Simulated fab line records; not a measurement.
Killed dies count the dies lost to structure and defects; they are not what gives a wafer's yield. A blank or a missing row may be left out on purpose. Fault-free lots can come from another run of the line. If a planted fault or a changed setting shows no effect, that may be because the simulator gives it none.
fab line records / flow n5-finfet / part 2 of 2: steps 19 to 28 of 28
record lots=5 wafers=15 last-day=17
route steps=1938 shown SD_EPI_N@266
lots with no fault: from the same line, run without faults
start-h: start of the lot's first displayed wafer, in hours after the record's first day / wait-h: hours elapsed since this lot's preceding step / " same as the row above / L1.1+2: a single row standing in for several wafers / - no value present, or no start provided / * or withheld: withheld / < > ~ a bound
route shown NAME@n: NAME is a module with steps in the file, n the number in the route of the first one / usual: the fault-free wafers' mean and standard deviation / same: alike in all rows / chamber/n: place in a boat / sites: the reading at each site / _std_site: the values' standard deviation / _edge_site: the outer-site mean with the inner-site mean subtracted / radius-mm: for every site, how far away it sits from the centre of the wafer / mask NAME#n: copy n / behind: tool/chamber where the wafer was last shaped / hold: what put the lot on hold/how long, in hours/how the hold closed / device: which transistor (n, p or np) failed to switch / end of line: at the end of the route, the tests of the same wafers / for a step that has no rows: nothing shown but its recipe / killed: dies lost to structure and defects at the first sort, not the wafer's yield / map: dies across one wafer; x = killed, . = not, _ = none there
set.NAME: the setting the step ran with; set.NAME@STEP: the setting that earlier step ran with / model.NAME: the simulator's own value behind a step, which no gauge read
certain route steps with their lots: each step a table, each wafer a row
services: the hour from which a tool's chamber was out of use, counted from the record's first day as start-h (under 0 if before that day), plus the number of hours and why
## steps
# step N5_SD_EPI_N_STRIP_18
# recipe chemistry=SPM time-s=750 temp-c=130 h2so4-h2o2-vol-ratio=4
# usual temp-c=129.99/0.14
lot.wafer=L078.2 tool=wet-bench-06 chamber=0 start-h=74.05 wait-h=0.0 temp-c=130.01
lot.wafer=L078.3 tool=wet-bench-06 chamber=2 start-h=74.05 wait-h=0.0 temp-c=130.11
lot.wafer=L078.5 tool=wet-bench-06 chamber=5 start-h=74.05 wait-h=0.0 temp-c=130.05
lot.wafer=L082.1 tool=wet-bench-05 chamber=2 start-h=96.49 wait-h=0.0 temp-c=129.75
lot.wafer=L082.4 tool=wet-bench-05 chamber=3 start-h=96.49 wait-h=0.0 temp-c=129.95
lot.wafer=L082.5 tool=wet-bench-05 chamber=1 start-h=96.49 wait-h=0.0 temp-c=130.12
lot.wafer=L084.3 tool=wet-bench-06 chamber=4 start-h=112.05 wait-h=0.0 temp-c=129.79
lot.wafer=L084.5 tool=wet-bench-06 chamber=5 start-h=112.05 wait-h=0.0 temp-c=129.99
lot.wafer=L084.6 tool=wet-bench-06 chamber=0 start-h=112.05 wait-h=0.0 temp-c=130.12
lot.wafer=L089.2 tool=wet-bench-06 chamber=4 start-h=144.70 wait-h=0.0 temp-c=129.83
lot.wafer=L089.3 tool=wet-bench-06 chamber=5 start-h=144.70 wait-h=0.0 temp-c=129.79
lot.wafer=L089.5 tool=wet-bench-06 chamber=1 start-h=144.70 wait-h=0.0 temp-c=129.87
lot.wafer=L096.2 tool=wet-bench-05 chamber=5 start-h=186.81 wait-h=0.0 temp-c=130.07
lot.wafer=L096.4 tool=wet-bench-05 chamber=3 start-h=186.81 wait-h=0.0 temp-c=130.09
lot.wafer=L096.6 tool=wet-bench-05 chamber=7 start-h=186.81 wait-h=0.0 temp-c=130.06
# step N5_SD_EPI_N_SRD_20
# recipe dry=ipa-marangoni do-ppb=5 time-s=30 temp-c=23 rinse-liquid=diw
# usual temp-c=22.98/0.11
lot.wafer=L078.2 tool=wet-bench-06 chamber=0 start-h=74.26 wait-h=0.0 temp-c=23.00
lot.wafer=L078.3 tool=wet-bench-06 chamber=2 start-h=74.26 wait-h=0.0 temp-c=22.81
lot.wafer=L078.5 tool=wet-bench-06 chamber=5 start-h=74.26 wait-h=0.0 temp-c=22.90
lot.wafer=L082.1 tool=wet-bench-05 chamber=2 start-h=96.70 wait-h=0.0 temp-c=22.88
lot.wafer=L082.4 tool=wet-bench-05 chamber=3 start-h=96.70 wait-h=0.0 temp-c=22.99
lot.wafer=L082.5 tool=wet-bench-05 chamber=1 start-h=96.70 wait-h=0.0 temp-c=23.06
lot.wafer=L084.3 tool=wet-bench-06 chamber=4 start-h=112.25 wait-h=0.0 temp-c=22.90
lot.wafer=L084.5 tool=wet-bench-06 chamber=5 start-h=112.25 wait-h=0.0 temp-c=23.04
lot.wafer=L084.6 tool=wet-bench-06 chamber=0 start-h=112.25 wait-h=0.0 temp-c=23.14
lot.wafer=L089.2 tool=wet-bench-06 chamber=4 start-h=144.91 wait-h=0.0 temp-c=22.98
lot.wafer=L089.3 tool=wet-bench-06 chamber=5 start-h=144.91 wait-h=0.0 temp-c=22.92
lot.wafer=L089.5 tool=wet-bench-06 chamber=1 start-h=144.91 wait-h=0.0 temp-c=22.91
lot.wafer=L096.2 tool=wet-bench-05 chamber=5 start-h=187.02 wait-h=0.0 temp-c=22.93
lot.wafer=L096.4 tool=wet-bench-05 chamber=3 start-h=187.02 wait-h=0.0 temp-c=23.09
lot.wafer=L096.6 tool=wet-bench-05 chamber=7 start-h=187.02 wait-h=0.0 temp-c=22.88
# step N5_SD_EPI_N_PRECLEAN_48
# recipe chemistry=NF3:NH3 afs-cycles=2 temp-c=30 time-s=20 sublimation-temp-c=180 sublimation-time-s=60 pressure-torr=3 rf-power-w=30
# usual susceptor-temp-C=29.98/0.11
lot.wafer=L078.2 tool=epi-rpcvd-04 chamber=0 start-h=74.36 wait-h=0.1 susceptor-temp-C=29.96
lot.wafer=L078.3 tool=epi-rpcvd-04 chamber=0 start-h=74.36 wait-h=0.1 susceptor-temp-C=29.97
lot.wafer=L078.5 tool=epi-rpcvd-04 chamber=0 start-h=74.36 wait-h=0.1 susceptor-temp-C=30.11
lot.wafer=L082.1 tool=epi-rpcvd-02 chamber=0 start-h=96.75 wait-h=0.0 susceptor-temp-C=29.96
lot.wafer=L082.4 tool=epi-rpcvd-02 chamber=0 start-h=96.75 wait-h=0.0 susceptor-temp-C=29.89
lot.wafer=L082.5 tool=epi-rpcvd-02 chamber=0 start-h=96.75 wait-h=0.0 susceptor-temp-C=29.99
lot.wafer=L084.3 tool=epi-rpcvd-03 chamber=0 start-h=112.42 wait-h=0.2 susceptor-temp-C=30.11
lot.wafer=L084.5 tool=epi-rpcvd-03 chamber=0 start-h=112.42 wait-h=0.2 susceptor-temp-C=30.08
lot.wafer=L084.6 tool=epi-rpcvd-03 chamber=0 start-h=112.42 wait-h=0.2 susceptor-temp-C=29.73
lot.wafer=L089.2 tool=epi-rpcvd-03 chamber=0 start-h=145.03 wait-h=0.1 susceptor-temp-C=29.93
lot.wafer=L089.3 tool=epi-rpcvd-03 chamber=0 start-h=145.03 wait-h=0.1 susceptor-temp-C=30.00
lot.wafer=L089.5 tool=epi-rpcvd-03 chamber=0 start-h=145.03 wait-h=0.1 susceptor-temp-C=30.00
lot.wafer=L096.2 tool=epi-rpcvd-03 chamber=0 start-h=187.13 wait-h=0.1 susceptor-temp-C=30.02
lot.wafer=L096.4 tool=epi-rpcvd-03 chamber=0 start-h=187.13 wait-h=0.1 susceptor-temp-C=30.00
lot.wafer=L096.6 tool=epi-rpcvd-03 chamber=0 start-h=187.13 wait-h=0.1 susceptor-temp-C=29.93
# step N5_SD_EPI_N_VAPOR_ETCH_50
# recipe chemistry=HCl target=Si temp-c=775 time-s=54 pressure-torr=20 mode=isotropic
# usual susceptor-temp-C=775.0/0.39 throttle-valve-pct=12.08/0.21
lot.wafer=L078.2 tool=epi-rpcvd-04 chamber=0 start-h=74.69 wait-h=0.3 susceptor-temp-C=775.8 throttle-valve-pct=12.29
lot.wafer=L078.3 tool=epi-rpcvd-04 chamber=0 start-h=74.69 wait-h=0.3 susceptor-temp-C=774.9 throttle-valve-pct=12.19
lot.wafer=L078.5 tool=epi-rpcvd-04 chamber=0 start-h=74.69 wait-h=0.3 susceptor-temp-C=775.7 throttle-valve-pct=12.17
lot.wafer=L082.1 tool=epi-rpcvd-02 chamber=0 start-h=97.11 wait-h=0.3 susceptor-temp-C=774.6 throttle-valve-pct=12.43
lot.wafer=L082.4 tool=epi-rpcvd-02 chamber=0 start-h=97.11 wait-h=0.3 susceptor-temp-C=775.4 throttle-valve-pct=12.39
lot.wafer=L082.5 tool=epi-rpcvd-02 chamber=0 start-h=97.11 wait-h=0.3 susceptor-temp-C=774.8 throttle-valve-pct=12.22
lot.wafer=L084.3 tool=epi-rpcvd-03 chamber=0 start-h=112.72 wait-h=0.2 susceptor-temp-C=774.7 throttle-valve-pct=11.78
lot.wafer=L084.5 tool=epi-rpcvd-03 chamber=0 start-h=112.72 wait-h=0.2 susceptor-temp-C=774.7 throttle-valve-pct=11.97
lot.wafer=L084.6 tool=epi-rpcvd-03 chamber=0 start-h=112.72 wait-h=0.2 susceptor-temp-C=774.6 throttle-valve-pct=11.78
lot.wafer=L089.2 tool=epi-rpcvd-03 chamber=0 start-h=145.36 wait-h=0.3 susceptor-temp-C=774.5 throttle-valve-pct=11.90
lot.wafer=L089.3 tool=epi-rpcvd-03 chamber=0 start-h=145.36 wait-h=0.3 susceptor-temp-C=774.0 throttle-valve-pct=11.94
lot.wafer=L089.5 tool=epi-rpcvd-03 chamber=0 start-h=145.36 wait-h=0.3 susceptor-temp-C=774.5 throttle-valve-pct=12.07
lot.wafer=L096.2 tool=epi-rpcvd-03 chamber=0 start-h=187.46 wait-h=0.3 susceptor-temp-C=775.1 throttle-valve-pct=11.96
lot.wafer=L096.4 tool=epi-rpcvd-03 chamber=0 start-h=187.46 wait-h=0.3 susceptor-temp-C=775.3 throttle-valve-pct=12.36
lot.wafer=L096.6 tool=epi-rpcvd-03 chamber=0 start-h=187.46 wait-h=0.3 susceptor-temp-C=775.5 throttle-valve-pct=12.17
# step N5_SD_EPI_N_EPI_21
# recipe material=Si:P dopant=P temp-c=680 pressure-torr=255 time-s=690
# usual susceptor-temp-C=679.94/0.28
# same epi-growth-time-s=690
lot.wafer=L078.2 tool=epi-rpcvd-04 chamber=0 start-h=75.12 wait-h=0.4 susceptor-temp-C=680.08
lot.wafer=L078.3 tool=epi-rpcvd-04 chamber=0 start-h=75.12 wait-h=0.4 susceptor-temp-C=679.56
lot.wafer=L078.5 tool=epi-rpcvd-04 chamber=0 start-h=75.12 wait-h=0.4 susceptor-temp-C=679.72
lot.wafer=L082.1 tool=epi-rpcvd-02 chamber=0 start-h=97.29 wait-h=0.1 susceptor-temp-C=680.03
lot.wafer=L082.4 tool=epi-rpcvd-02 chamber=0 start-h=97.29 wait-h=0.1 susceptor-temp-C=679.92
lot.wafer=L082.5 tool=epi-rpcvd-02 chamber=0 start-h=97.29 wait-h=0.1 susceptor-temp-C=680.32
lot.wafer=L084.3 tool=epi-rpcvd-03 chamber=0 start-h=113.40 wait-h=0.7 susceptor-temp-C=679.73
lot.wafer=L084.5 tool=epi-rpcvd-03 chamber=0 start-h=113.40 wait-h=0.7 susceptor-temp-C=680.05
lot.wafer=L084.6 tool=epi-rpcvd-03 chamber=0 start-h=113.40 wait-h=0.7 susceptor-temp-C=679.40
lot.wafer=L089.2 tool=epi-rpcvd-03 chamber=0 start-h=145.79 wait-h=0.4 susceptor-temp-C=680.19
lot.wafer=L089.3 tool=epi-rpcvd-03 chamber=0 start-h=145.79 wait-h=0.4 susceptor-temp-C=679.94
lot.wafer=L089.5 tool=epi-rpcvd-03 chamber=0 start-h=145.79 wait-h=0.4 susceptor-temp-C=680.29
lot.wafer=L096.2 tool=epi-rpcvd-03 chamber=0 start-h=187.89 wait-h=0.4 susceptor-temp-C=680.10
lot.wafer=L096.4 tool=epi-rpcvd-03 chamber=0 start-h=187.89 wait-h=0.4 susceptor-temp-C=679.85
lot.wafer=L096.6 tool=epi-rpcvd-03 chamber=0 start-h=187.89 wait-h=0.4 susceptor-temp-C=679.80
# step N5_SD_EPI_N_EPI_MEAS_23
# recipe mode=xrd
# usual thk-nm=59.1/1.3
lot.wafer=L078.2 tool=film-metro-01 chamber=- start-h=76.56 wait-h=1.2 thk-nm=62.1
lot.wafer=L078.3 tool=film-metro-01 chamber=- start-h=76.56 wait-h=1.2 thk-nm=59.9
lot.wafer=L078.5 tool=film-metro-01 chamber=- start-h=76.56 wait-h=1.2 thk-nm=61.4
lot.wafer=L082.1 tool=film-metro-02 chamber=- start-h=99.00 wait-h=1.4 thk-nm=60.5
lot.wafer=L082.4 tool=film-metro-02 chamber=- start-h=99.00 wait-h=1.4 thk-nm=57.4
lot.wafer=L082.5 tool=film-metro-02 chamber=- start-h=99.00 wait-h=1.4 thk-nm=59.1
lot.wafer=L084.3 tool=film-metro-01 chamber=- start-h=114.56 wait-h=0.9 thk-nm=60.3
lot.wafer=L084.5 tool=film-metro-01 chamber=- start-h=114.56 wait-h=0.9 thk-nm=57.7
lot.wafer=L084.6 tool=film-metro-01 chamber=- start-h=114.56 wait-h=0.9 thk-nm=62.1
lot.wafer=L089.2 tool=film-metro-01 chamber=- start-h=147.24 wait-h=1.2 thk-nm=58.6
lot.wafer=L089.3 tool=film-metro-01 chamber=- start-h=147.24 wait-h=1.2 thk-nm=58.6
lot.wafer=L089.5 tool=film-metro-01 chamber=- start-h=147.24 wait-h=1.2 thk-nm=58.5
lot.wafer=L096.2 tool=film-metro-02 chamber=- start-h=189.33 wait-h=1.2 thk-nm=56.9
lot.wafer=L096.4 tool=film-metro-02 chamber=- start-h=189.33 wait-h=1.2 thk-nm=58.2
lot.wafer=L096.6 tool=film-metro-02 chamber=- start-h=189.33 wait-h=1.2 thk-nm=59.4
# step N5_SD_EPI_N_PRECLEAN_24
# recipe chemistry=O3/DIW time-s=60 temp-c=22 o3-ppm=10
# usual o3-ppm=10.00/0.1 temp-c=22.01/0.1
lot.wafer=L078.2 tool=wet-bench-02 chamber=3 start-h=76.60 wait-h=0.0 o3-ppm=9.93 temp-c=21.81
lot.wafer=L078.3 tool=wet-bench-02 chamber=0 start-h=76.60 wait-h=0.0 o3-ppm=10.15 temp-c=22.11
lot.wafer=L078.5 tool=wet-bench-02 chamber=7 start-h=76.60 wait-h=0.0 o3-ppm=9.94 temp-c=21.95
lot.wafer=L082.1 tool=wet-bench-02 chamber=0 start-h=99.04 wait-h=0.0 o3-ppm=9.91 temp-c=21.97
lot.wafer=L082.4 tool=wet-bench-02 chamber=1 start-h=99.04 wait-h=0.0 o3-ppm=10.08 temp-c=22.03
lot.wafer=L082.5 tool=wet-bench-02 chamber=7 start-h=99.04 wait-h=0.0 o3-ppm=10.16 temp-c=21.97
lot.wafer=L084.3 tool=wet-bench-05 chamber=4 start-h=114.60 wait-h=0.0 o3-ppm=9.87 temp-c=22.06
lot.wafer=L084.5 tool=wet-bench-05 chamber=1 start-h=114.60 wait-h=0.0 o3-ppm=9.97 temp-c=21.90
lot.wafer=L084.6 tool=wet-bench-05 chamber=3 start-h=114.60 wait-h=0.0 o3-ppm=10.02 temp-c=21.91
lot.wafer=L089.2 tool=wet-bench-02 chamber=3 start-h=147.28 wait-h=0.0 o3-ppm=10.13 temp-c=21.93
lot.wafer=L089.3 tool=wet-bench-02 chamber=7 start-h=147.28 wait-h=0.0 o3-ppm=9.91 temp-c=21.97
lot.wafer=L089.5 tool=wet-bench-02 chamber=0 start-h=147.28 wait-h=0.0 o3-ppm=10.09 temp-c=21.91
lot.wafer=L096.2 tool=wet-bench-02 chamber=4 start-h=189.36 wait-h=0.0 o3-ppm=9.92 temp-c=21.97
lot.wafer=L096.4 tool=wet-bench-02 chamber=2 start-h=189.36 wait-h=0.0 o3-ppm=10.00 temp-c=22.01
lot.wafer=L096.6 tool=wet-bench-02 chamber=5 start-h=189.36 wait-h=0.0 o3-ppm=10.10 temp-c=22.19
# step N5_SD_EPI_N_SRD_25
# recipe time-s=30 temp-c=23 rinse-liquid=diw dry=ipa-marangoni
# usual temp-c=23.00/0.11
lot.wafer=L078.2 tool=wet-bench-02 chamber=3 start-h=76.62 wait-h=0.0 temp-c=22.96
lot.wafer=L078.3 tool=wet-bench-02 chamber=0 start-h=76.62 wait-h=0.0 temp-c=22.99
lot.wafer=L078.5 tool=wet-bench-02 chamber=7 start-h=76.62 wait-h=0.0 temp-c=22.94
lot.wafer=L082.1 tool=wet-bench-02 chamber=0 start-h=99.06 wait-h=0.0 temp-c=22.93
lot.wafer=L082.4 tool=wet-bench-02 chamber=1 start-h=99.06 wait-h=0.0 temp-c=22.96
lot.wafer=L082.5 tool=wet-bench-02 chamber=7 start-h=99.06 wait-h=0.0 temp-c=23.06
lot.wafer=L084.3 tool=wet-bench-05 chamber=4 start-h=114.62 wait-h=0.0 temp-c=22.96
lot.wafer=L084.5 tool=wet-bench-05 chamber=1 start-h=114.62 wait-h=0.0 temp-c=22.95
lot.wafer=L084.6 tool=wet-bench-05 chamber=3 start-h=114.62 wait-h=0.0 temp-c=23.24
lot.wafer=L089.2 tool=wet-bench-02 chamber=3 start-h=147.30 wait-h=0.0 temp-c=22.94
lot.wafer=L089.3 tool=wet-bench-02 chamber=7 start-h=147.30 wait-h=0.0 temp-c=22.99
lot.wafer=L089.5 tool=wet-bench-02 chamber=0 start-h=147.30 wait-h=0.0 temp-c=22.83
lot.wafer=L096.2 tool=wet-bench-02 chamber=4 start-h=189.38 wait-h=0.0 temp-c=23.08
lot.wafer=L096.4 tool=wet-bench-02 chamber=2 start-h=189.38 wait-h=0.0 temp-c=23.13
lot.wafer=L096.6 tool=wet-bench-02 chamber=5 start-h=189.38 wait-h=0.0 temp-c=23.10
# step N5_SD_EPI_N_PRECLEAN_49
# recipe chemistry=NF3:NH3 afs-cycles=1 temp-c=30 time-s=20 sublimation-temp-c=180 sublimation-time-s=60 pressure-torr=3 rf-power-w=30
# usual temp-c=29.99/0.1
lot.wafer=L078.2 tool=remote-plasma-02 chamber=0 start-h=76.69 wait-h=0.1 temp-c=29.99
lot.wafer=L078.3 tool=remote-plasma-02 chamber=0 start-h=76.69 wait-h=0.1 temp-c=30.00
lot.wafer=L078.5 tool=remote-plasma-02 chamber=0 start-h=76.69 wait-h=0.1 temp-c=29.97
lot.wafer=L082.1 tool=remote-plasma-01 chamber=0 start-h=99.11 wait-h=0.0 temp-c=30.09
lot.wafer=L082.4 tool=remote-plasma-01 chamber=0 start-h=99.11 wait-h=0.0 temp-c=30.16
lot.wafer=L082.5 tool=remote-plasma-01 chamber=0 start-h=99.11 wait-h=0.0 temp-c=29.92
lot.wafer=L084.3 tool=remote-plasma-01 chamber=0 start-h=114.73 wait-h=0.1 temp-c=29.92
lot.wafer=L084.5 tool=remote-plasma-01 chamber=0 start-h=114.73 wait-h=0.1 temp-c=30.00
lot.wafer=L084.6 tool=remote-plasma-01 chamber=0 start-h=114.73 wait-h=0.1 temp-c=30.09
lot.wafer=L089.2 tool=remote-plasma-02 chamber=0 start-h=147.37 wait-h=0.1 temp-c=29.98
lot.wafer=L089.3 tool=remote-plasma-02 chamber=0 start-h=147.37 wait-h=0.1 temp-c=29.82
lot.wafer=L089.5 tool=remote-plasma-02 chamber=0 start-h=147.37 wait-h=0.1 temp-c=29.94
lot.wafer=L096.2 tool=remote-plasma-01 chamber=1 start-h=189.46 wait-h=0.1 temp-c=30.15
lot.wafer=L096.4 tool=remote-plasma-01 chamber=1 start-h=189.46 wait-h=0.1 temp-c=30.06
lot.wafer=L096.6 tool=remote-plasma-01 chamber=1 start-h=189.46 wait-h=0.1 temp-c=29.90
# step N5_SD_EPI_N_LINER_46
# recipe material=SiNx target-thk-a=30 temp-c=400 ald-precursor-family=SiH2I2 ald-co-reactant=N2/H2-plasma pressure-torr=2
# usual heater-power-w=825/77 susceptor-temp-C=399.98/0.22
lot.wafer=L078.2 tool=ald-sin-03 chamber=1 start-h=76.86 wait-h=0.1 heater-power-w=751 susceptor-temp-C=399.71
lot.wafer=L078.3 tool=ald-sin-03 chamber=2 start-h=76.86 wait-h=0.1 heater-power-w=778 susceptor-temp-C=399.95
lot.wafer=L078.5 tool=ald-sin-03 chamber=2 start-h=76.86 wait-h=0.1 heater-power-w=801 susceptor-temp-C=399.99
lot.wafer=L082.1 tool=ald-sin-03 chamber=0 start-h=99.95 wait-h=0.8 heater-power-w=876 susceptor-temp-C=399.93
lot.wafer=L082.4 tool=ald-sin-03 chamber=1 start-h=99.95 wait-h=0.8 heater-power-w=753 susceptor-temp-C=399.86
lot.wafer=L082.5 tool=ald-sin-03 chamber=1 start-h=99.95 wait-h=0.8 heater-power-w=764 susceptor-temp-C=400.03
lot.wafer=L084.3 tool=ald-sin-04 chamber=0 start-h=114.93 wait-h=0.2 heater-power-w=978 susceptor-temp-C=400.27
lot.wafer=L084.5 tool=ald-sin-04 chamber=2 start-h=114.93 wait-h=0.2 heater-power-w=854 susceptor-temp-C=399.53
lot.wafer=L084.6 tool=ald-sin-04 chamber=3 start-h=114.93 wait-h=0.2 heater-power-w=700 susceptor-temp-C=399.90
lot.wafer=L089.2 tool=ald-sin-03 chamber=2 start-h=147.56 wait-h=0.2 heater-power-w=786 susceptor-temp-C=399.91
lot.wafer=L089.3 tool=ald-sin-03 chamber=1 start-h=147.56 wait-h=0.2 heater-power-w=762 susceptor-temp-C=399.58
lot.wafer=L089.5 tool=ald-sin-03 chamber=1 start-h=147.56 wait-h=0.2 heater-power-w=764 susceptor-temp-C=400.04
lot.wafer=L096.2 tool=ald-sin-01 chamber=0 start-h=189.83 wait-h=0.3 heater-power-w=892 susceptor-temp-C=399.88
lot.wafer=L096.4 tool=ald-sin-01 chamber=2 start-h=189.83 wait-h=0.3 heater-power-w=934 susceptor-temp-C=400.35
lot.wafer=L096.6 tool=ald-sin-01 chamber=1 start-h=189.83 wait-h=0.3 heater-power-w=789 susceptor-temp-C=400.02
## services
tool=epi-rpcvd-02 chamber=- start-h=48.63 hours=0.5 kind=repair
tool=ald-sin-04 chamber=0 start-h=48.96 hours=4.1 kind=repair
tool=arfi-scanner-01 chamber=- start-h=54.53 hours=1.3 kind=pm
tool=rie-diel-02 chamber=1 start-h=60.43 hours=7.0 kind=repair
tool=rie-diel-01 chamber=1 start-h=63.32 hours=3.7 kind=repair
tool=arfi-scanner-03 chamber=- start-h=69.68 hours=1.3 kind=pm
tool=remote-plasma-02 chamber=- start-h=70.78 hours=0.3 kind=repair
tool=arfi-scanner-01 chamber=- start-h=78.55 hours=1.0 kind=pm
tool=plasma-asher-02 chamber=- start-h=79.44 hours=2.8 kind=pm
tool=arfi-scanner-01 chamber=- start-h=85.33 hours=0.8 kind=pm
tool=arfi-scanner-01 chamber=- start-h=99.74 hours=17.3 kind=pm
tool=rie-diel-01 chamber=1 start-h=105.60 hours=1.4 kind=repair
tool=epi-rpcvd-03 chamber=- start-h=118.97 hours=8.1 kind=pm
tool=rie-diel-04 chamber=1 start-h=120.61 hours=9.8 kind=repair
tool=rie-si-01 chamber=1 start-h=133.17 hours=12.9 kind=repair
tool=arfi-scanner-01 chamber=- start-h=139.56 hours=1.0 kind=pm
tool=arfi-scanner-02 chamber=- start-h=142.30 hours=1.0 kind=pm
tool=epi-rpcvd-04 chamber=- start-h=149.76 hours=0.6 kind=repair
tool=rie-si-01 chamber=- start-h=149.98 hours=0.4 kind=repair
tool=arfi-scanner-02 chamber=- start-h=156.84 hours=1.3 kind=pm
tool=ald-sin-03 chamber=3 start-h=172.68 hours=20.5 kind=repair
tool=ald-sin-03 chamber=- start-h=178.11 hours=14.0 kind=pm
tool=arfi-scanner-01 chamber=- start-h=180.03 hours=1.3 kind=pm
tool=rie-diel-02 chamber=0 start-h=180.49 hours=4.4 kind=repair
